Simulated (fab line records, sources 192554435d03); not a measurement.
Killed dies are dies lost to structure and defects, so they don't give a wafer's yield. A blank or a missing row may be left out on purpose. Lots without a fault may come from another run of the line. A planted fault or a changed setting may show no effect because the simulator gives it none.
fab line records | flow n5_finfet
record lots=7 wafers=18 last_day=17
route steps=1938 shown BEOL_M15@1811 PASSIVATION@1936
lots that met no fault: from a run of the same line without faults
start_h: hours from the record's first day to the start of the lot's first wafer shown | wait_h: hours since the lot's step before | " the same as in the row above | L1.1+2: a row that stands for several wafers | - no value, or no start given | * or withheld: withheld | < > ~ a bound
route shown NAME@n: a module of which the file shows steps, and the number in the route of the first | usual: mean/standard deviation of fault-free wafers | same: alike in all rows | chamber/n: place in a boat | sites: the reading at each site | _std_site: their standard deviation | _edge_site: outer sites' mean less inner sites' | radius_mm: how far each site lies from the wafer's centre | mask NAME#n: copy n | behind: the tool/chamber that last shaped the wafer | hold: why the lot was held/for how many hours/how that ended | device: the transistor (n, p or np) that didn't switch | end of line: the same wafers' tests at the end of the route | a step without rows: its recipe alone | killed: dies lost to structure and defects at the first sort, not the wafer's yield | map: a wafer's dies, x killed, . not, _ none there
set.NAME: the setting as run; set.NAME@STEP: as run at that earlier step | model.NAME: the simulator's own value behind a step, which no gauge read
lots at some steps of the route; a table a step, a row a wafer
services: from which hour (start_h, from the record's first day; less than 0 if before it) a tool's chamber was out of use, for how many hours, and why
## steps
# step N5_BEOL_M15_STRIP_36
# recipe chemistry=O2 power_w=600 temp_c=60 pressure_mtorr=30 rf_frequency_hz=6e+07 bias_power_w=0 overash_fraction=0.3 o2_flow_sccm=225
# usual drypump_motor_current_A=5.85/0.23 oes_product_au=0.78/0.086 rf_vpp_V=3.8/0.89 showerhead_plenum_p_Torr=2.10/0.09 throttle_valve_pct=16.78/0.24
# columns lot.wafer tool chamber start_h wait_h drypump_motor_current_A oes_product_au rf_hours_counter_h rf_vpp_V showerhead_plenum_p_Torr throttle_valve_pct
L818.2 rie_diel-04 3 284.46 1.7 6.22 0.72 208 4.7 2.07 16.99
L818.3 " 2 " " 5.64 0.86 29 3.5 2.22 16.35
L818.4 " 2 " " 5.61 0.88 - 4.7 2.22 16.31
L819.2 rie_diel-05 2 294.27 3.1 5.80 0.82 95 2.8 2.22 16.85
L819.3 " 0 " " 5.81 0.93 9 3.8 2.06 16.69
L819.5 " 0 " " 5.83 0.94 - 3.6 2.06 16.74
L822.3 rie_diel-03 2 319.97 2.5 5.71 0.73 197 4.1 2.18 16.97
L822.4 " 2 " " 5.70 0.75 - 3.6 2.18 16.92
L825.2 rie_diel-03 3 332.22 1.2 5.78 0.88 44 3.2 2.23 16.43
L825.4 " 1 " " 5.61 0.71 219 3.1 2.00 16.88
L823.2 rie_diel-05 2 339.68 0.1 5.80 0.82 105 3.5 2.22 16.85
L823.4 " 3 " " 5.99 0.72 199 3.0 1.99 16.96
L831.1 rie_diel-05 2 383.80 1.6 5.80 0.81 119 3.9 2.21 16.87
L831.4 " 1 " " 5.67 0.90 44 2.0 2.06 16.46
L831.5 " 0 " " 5.81 0.88 - 3.7 2.05 16.74
L833.2 rie_diel-03 1 387.01 1.5 5.54 0.71 235 4.2 1.99 16.91
L833.3 " 0 " " 6.26 0.67 244 3.4 2.07 17.11
L833.6 " 2 " " 5.73 0.70 - 3.1 2.17 16.94
# step N5_BEOL_M15_STRIP_62
# recipe chemistry=O2 power_w=600 temp_c=60 pressure_mtorr=30 rf_frequency_hz=6e+07 bias_power_w=0 overash_fraction=0.3 o2_flow_sccm=225
# step N5_BEOL_M15_STRIP_37
# recipe chemistry=O2 power_w=600 temp_c=60 pressure_mtorr=30 rf_frequency_hz=6e+07 bias_power_w=0 overash_fraction=0.3 o2_flow_sccm=225
# step N5_BEOL_M15_ETCH_38
# recipe chemistry=CF4/N2 target=SiCN target_depth_a=1064 taper_deg=2 time_s=120.5 ion_energy_ev=150 mask_material=SiO2 pressure_mtorr=40 source_w=430 bias_w=70 Ar_flow_sccm=100 cf4_flow_sccm=60 n2_flow_sccm=60
# usual drypump_motor_current_A=5.86/0.22 oes_product_au=0.78/0.087 rf_fwd_power_W=428.7/1.3 rf_vpp_V=382.2/2.3 showerhead_plenum_p_Torr=2.21/0.087 throttle_valve_pct=15.54/0.24
# columns lot.wafer tool chamber start_h wait_h drypump_motor_current_A oes_product_au rf_fwd_power_W rf_hours_counter_h rf_vpp_V showerhead_plenum_p_Torr throttle_valve_pct
L818.2 rie_diel-04 3 - - 6.21 0.71 430.4 208 381.9 2.19 15.82
L818.3 " 2 " " 5.61 0.86 428.4 29 383.2 2.34 15.16
L818.4 " 2 " " 5.64 0.86 427.9 - 385.8 2.34 15.16
L819.2 rie_diel-05 2 - - 5.80 0.83 428.5 95 384.0 2.33 15.60
L819.3 " 0 " " 5.83 0.94 428.3 9 381.7 2.17 15.42
L819.5 " 0 " " 5.82 0.94 426.7 - 381.5 2.17 15.44
L822.3 rie_diel-03 2 - - 5.67 0.72 427.5 197 385.2 2.26 15.60
L822.4 " 2 " " 5.72 0.72 426.8 - 383.0 2.26 15.61
L825.2 rie_diel-03 3 - - 5.77 0.86 426.6 44 385.6 2.33 15.16
L825.4 " 1 " " 5.61 0.71 427.0 219 378.5 2.11 15.71
L823.2 rie_diel-05 2 - - 5.83 0.82 430.0 105 385.2 2.33 15.62
L823.4 " 3 " " 5.99 0.70 430.1 199 378.9 2.10 15.74
L831.1 rie_diel-05 2 - - 5.78 0.80 426.0 119 382.3 2.32 15.65
L831.4 " 1 " " 5.68 0.88 425.9 44 379.9 2.17 15.16
L831.5 " 0 " " 5.82 0.88 427.8 - 380.7 2.16 15.46
L833.2 rie_diel-03 1 - - 5.63 0.70 428.4 235 379.6 2.11 15.73
L833.3 " 0 " " 6.28 0.68 427.3 244 380.3 2.17 15.84
L833.6 " 2 " " 5.71 0.70 430.9 - 384.5 2.26 15.64
# step N5_BEOL_M15_PRECLEAN_39
# recipe chemistry=residue_remover time_s=60 temp_c=40
# step N5_BEOL_M15_SRD_40
# recipe time_s=30 temp_c=23 rinse_liquid=diw dry=n2_spin spin_rpm=1500 dry_time_s=30
# step N5_BEOL_M15_DEGAS_41
# recipe ambient=vacuum temp_c=300 time_s=60
# step N5_BEOL_M15_PRE_CLEAN_42
# recipe gas=H2/He time_s=30 temp_c=300
# usual heater_power_w=440/45
# columns lot.wafer tool chamber start_h wait_h heater_power_w
L818.2 pvd_sputter-03 - 285.11 0.0 437
L818.3 " - " " 426
L818.4 " - " " 467
L819.2 pvd_sputter-03 - 294.69 0.0 451
L819.3 " - " " 476
L819.5 " - " " 450
L822.3 pvd_sputter-01 - 320.35 0.0 386
L822.4 " - " " 370
L825.2 pvd_sputter-03 - 332.78 0.0 457
L825.4 " - " " 470
L823.2 pvd_sputter-02 - 340.67 0.0 537
L823.4 " - " " 438
L831.1 pvd_sputter-03 - 384.54 0.0 429
L831.4 " - " " 437
L831.5 " - " " 424
L833.2 pvd_sputter-02 - 387.71 0.0 528
L833.3 " - " " 414
L833.6 " - " " 536
# step N5_BEOL_M15_SPUTTER_43
# recipe material=TaN target_thk_a=150 temp_c=50 bias_v=168.6 power_w=15000 chamber_pressure_pa=0.12 time_s=24.19
# usual throttle_valve_pct=30.1/0.68
# columns lot.wafer tool chamber start_h wait_h throttle_valve_pct
L818.2 pvd_sputter-03 - 285.15 0.0 31.0
L818.3 " - " " 30.4
L818.4 " - " " 29.3
L819.2 pvd_sputter-03 - 294.73 0.0 29.6
L819.3 " - " " 29.2
L819.5 " - " " 29.7
L822.3 pvd_sputter-01 - 320.39 0.0 30.0
L822.4 " - " " 29.8
L825.2 pvd_sputter-03 - 332.82 0.0 29.7
L825.4 " - " " 29.0
L823.2 pvd_sputter-02 - 340.71 0.0 29.3
L823.4 " - " " 30.7
L831.1 pvd_sputter-03 - 384.62 0.0 30.5
L831.4 " - " " 31.2
L831.5 " - " " 30.3
L833.2 pvd_sputter-02 - 387.75 0.0 29.3
L833.3 " - " " 31.1
L833.6 " - " " 29.3
# step N5_BEOL_M15_SPUTTER_44
# recipe material=Ta target_thk_a=150 temp_c=50 bias_v=80 power_w=15000 chamber_pressure_pa=0.07 time_s=24.19
# step N5_BEOL_M15_SPUTTER_45
# recipe material=Cu target_thk_a=1000 temp_c=-20 bias_v=60 power_w=26000 chamber_pressure_pa=0.13 time_s=16.67
# step N5_BEOL_M15_ECD_47
# recipe material=Cu target_thk_a=18600
# columns lot.wafer tool chamber start_h wait_h model.Cu_of_BEOL_M15_ECD_47.thk_nm
L818.2 ecd_cu-02 0 285.44 0.1 1855
L818.3+4 " 0,1 " " 1829
L819.2 ecd_cu-01 1 295.01 0.1 1842
L819.3 " 0 " " 1849
L819.5 " 0 " " 1867
L822.3 ecd_cu-01 1 320.74 0.2 3137
L822.4 " 0 " " 1859
L825.2 ecd_cu-01 1 333.10 0.1 3182
L825.4 " 1 " " 1822
L823.2 ecd_cu-01 1 340.99 0.1 3168
L823.4 " 1 " " 1867
L831.1 ecd_cu-02 1 384.97 0.1 1819
L831.4 " 1 " " 1844
L831.5 " 0 " " 1842
L833.2 ecd_cu-02 0 388.02 0.1 1856
L833.3 " 1 " " 1850
L833.6 " 1 " " 1828
# step N5_BEOL_M15_ANNEAL_48
# recipe temp_c=225 time_s=90 ambient=N2
# usual wafer_temp_C_max=226.11/0.25
# columns lot.wafer tool chamber start_h wait_h wafer_temp_C_max
L818.2 rtp_anneal-02 0 285.72 0.2 225.86
L818.3 " 0 " " 226.33
L818.4 " 0 " " 226.04
L819.2 rtp_anneal-02 0 295.30 0.2 226.20
L819.3 " 0 " " 225.88
L819.5 " 0 " " 226.17
L822.3 rtp_anneal-02 0 321.00 0.2 226.00
L822.4 " 0 " " 226.12
L825.2 rtp_anneal-02 0 333.38 0.2 226.09
L825.4 " 0 " " 226.34
L823.2 rtp_anneal-01 0 341.27 0.2 225.79
L823.4 " 0 " " 226.21
L831.1 rtp_anneal-02 0 385.22 0.2 226.09
L831.4 " 0 " " 226.25
L831.5 " 0 " " 226.00
L833.2 rtp_anneal-01 0 388.61 0.5 225.98
L833.3 " 0 " " 225.98
L833.6 " 0 " " 226.59
# step N5_PASSIVATION_PROBE_49
# usual defect_limited_yield=91.0/1.5 killed_at_M0_to_M3=34/11 killed_at_M4_up=14/5.3 killed_at_contacts=13/7 killed_at_front_end=41/13 killed_at_other=4/3.1 killed_dies=106/17 killed_open=70/12 killed_short=35/8 sort_bin_5_function=5.2/0.98 sort_bin_6_memory=3.4/0.69 sort_bin_8_speed=0.00/0.007 sort_n_pass=1074/17 sort_yield_pct=91.0/1.5
# same gross_dies=1180 killed_at_back_side=0 sort_bin_4_leakage[%]=0
# columns lot.wafer tool chamber start_h wait_h defect_limited_yield[%] killed_at_M0_to_M3 killed_at_M4_up killed_at_contacts killed_at_front_end killed_at_other killed_dies killed_open killed_short sort_bin_5_function[%] sort_bin_6_memory[%] sort_bin_8_speed[%] sort_n_pass sort_yield_pct[%]
L822.3 prober-02 - 339.69 0.1 92.7 10 15 17 40 4 86 51 32 3.3 3.4 0 1094 92.7
L822.4 prober-02 - 339.74 0.2 90.6 19 10 10 62 10 111 77 33 5.9 3.3 0 1069 90.6
L825.2 prober-02 - 349.02 0.1 91.8 30 11 11 40 5 97 69 23 4.2 3.4 0 1083 91.8
L825.4 prober-02 - 349.12 0.2 92.4 28 15 29 15 3 90 62 27 4.7 2.6 0 1090 92.4
L823.2 prober-02 - 356.55 0.1 91.8 25 16 10 42 4 97 66 29 5.2 2.9 0 1083 91.8
L823.4 prober-02 - 356.65 0.2 91.8 35 11 12 33 6 97 63 34 4.7 3.3 0 1083 91.8
L833.2 prober-02 - 404.85 0.1 90.1 51 12 19 35 0 117 81 34 6.4 3.1 0 1063 90.1
L833.3 prober-02 - 404.90 0.1 88.6 71 9 19 36 0 135 95 38 6.8 4.3 0 1045 88.6
L833.6 prober-02 - 405.05 0.3 90.6 56 10 11 31 3 111 68 42 5.3 3.8 0 1069 90.6
# killed by level:class
L822.3 MOL_CONTACT_COAG:geometric_particle:open=13 FIN_SAQP:geometric_particle:open=9 GATE_CUT:geometric_particle:short=8 STI_FIN_REVEAL:geometric_particle:open=6 FIN_SAQP:geometric_particle:short=5 BEOL_M4:geometric_particle:open=5 MOL_CONTACT_COAG:geometric_particle:short=4 BEOL_M0_SAQP:geometric_particle:open=3
L822.4 STI_FIN_REVEAL:geometric_particle:open=22 FIN_SAQP:geometric_particle:short=11 FIN_SAQP:geometric_particle:open=8 MOL_CONTACT_COAG:geometric_particle:open=7 BEOL_M0_SAQP:geometric_particle:short=6 GATE_CUT:geometric_particle:open=5 BEOL_M4:geometric_particle:open=5 MIM_TOP:geometric_particle:short=4
L825.2 STI_FIN_REVEAL:geometric_particle:open=15 BEOL_M3:geometric_particle:open=11 MOL_CONTACT_COAG:geometric_particle:open=9 BEOL_M4:geometric_particle:open=8 GATE_CUT:geometric_particle:short=4 BEOL_M0_SAQP:geometric_particle:open=4 BEOL_M3:geometric_particle:short=4 HKMG_FIN:area_etch=4
L825.4 MOL_CONTACT_COAG:geometric_particle:open=20 BEOL_M0_SAQP:geometric_particle:open=9 MOL_CONTACT_COAG:geometric_particle:short=8 BEOL_M0_SAQP:geometric_particle:short=8 BEOL_M4:geometric_particle:open=7 STI_FIN_REVEAL:geometric_particle:open=5 BEOL_M3:geometric_particle:open=5 GATE_CUT:geometric_particle:short=3
L823.2 STI_FIN_REVEAL:geometric_particle:open=13 MOL_CONTACT_COAG:geometric_particle:open=7 BEOL_M0_SAQP:geometric_particle:short=7 BEOL_M4:geometric_particle:open=6 DUMMY_GATE:geometric_particle:open=5 DUMMY_GATE:geometric_particle:short=5 BEOL_M3:geometric_particle:open=5 BEOL_M0_SAQP:geometric_particle:open=4
L823.4 BEOL_M2:geometric_particle:open=11 STI_FIN_REVEAL:geometric_particle:open=7 MOL_CONTACT_COAG:geometric_particle:open=7 GATE_CUT:geometric_particle:short=6 BEOL_M0_SAQP:geometric_particle:short=6 MOL_CONTACT_COAG:geometric_particle:short=5 BEOL_M1:geometric_particle:open=5 STARTING-WAFER:geometric_particle:open=5
L833.2 MOL_CONTACT_COAG:geometric_particle:open=15 BEOL_M0_SAQP:geometric_particle:open=13 FIN_SAQP:geometric_particle:open=11 BEOL_M2:geometric_particle:open=11 BEOL_M0_SAQP:geometric_particle:short=7 BEOL_M1:geometric_particle:open=7 BEOL_M4:geometric_particle:open=6 STARTING-WAFER:geometric_particle:short=6
L833.3 BEOL_M2:geometric_particle:open=22 MOL_CONTACT_COAG:geometric_particle:open=14 BEOL_M1:geometric_particle:open=12 BEOL_M0_SAQP:geometric_particle:short=12 FIN_SAQP:geometric_particle:open=11 BEOL_M0_SAQP:geometric_particle:open=11 DUMMY_GATE:geometric_particle:open=9 MOL_CONTACT_COAG:geometric_particle:short=5
L833.6 FIN_SAQP:geometric_particle:open=17 BEOL_M0_SAQP:geometric_particle:short=15 BEOL_M2:geometric_particle:open=12 BEOL_M0_SAQP:geometric_particle:open=10 FIN_SAQP:geometric_particle:short=10 MOL_CONTACT_COAG:geometric_particle:open=7 BEOL_M4:geometric_particle:open=6 BEOL_M1:geometric_particle:open=6
## services
# columns tool chamber start_h hours kind
rie_diel-05 - 261.73 0.6 repair
rie_diel-05 - 266.08 0.8 repair
rie_diel-04 1 276.61 5.4 repair
rie_diel-04 - 281.45 0.4 repair
rie_diel-04 1 283.72 16.7 repair
ecd_cu-02 - 287.44 1.0 repair
pvd_sputter-02 - 288.44 40.3 repair
rie_diel-05 1 290.76 9.6 repair
rie_diel-03 1 318.53 5.0 repair
rie_diel-04 0 325.47 51.5 repair
rie_diel-04 - 336.74 2.8 pm
rie_diel-05 0 345.20 7.0 repair
pvd_sputter-01 - 365.77 7.8 repair
ecd_cu-01 - 378.79 1.3 repair
## key
first_sign none at tools or gauges
model_effect step=N5_BEOL_M15_ECD_47 value=Cu_of_BEOL_M15_ECD_47.thk_nm without=1859 struck=3162
met_at N5_BEOL_M15_ECD_47
struck_wafers L822.3,L823.2,L825.2
onset_between 295.01 320.74
fault kind=process_parameter_drift tool=ecd_cu-01 chamber=- onset_h=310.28 steps=N5_BEOL_M15_ECD_47 channel=target_thk_a offset=* shape=step end_h=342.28 scope=struck_wafers_only acts_in=* stated=*
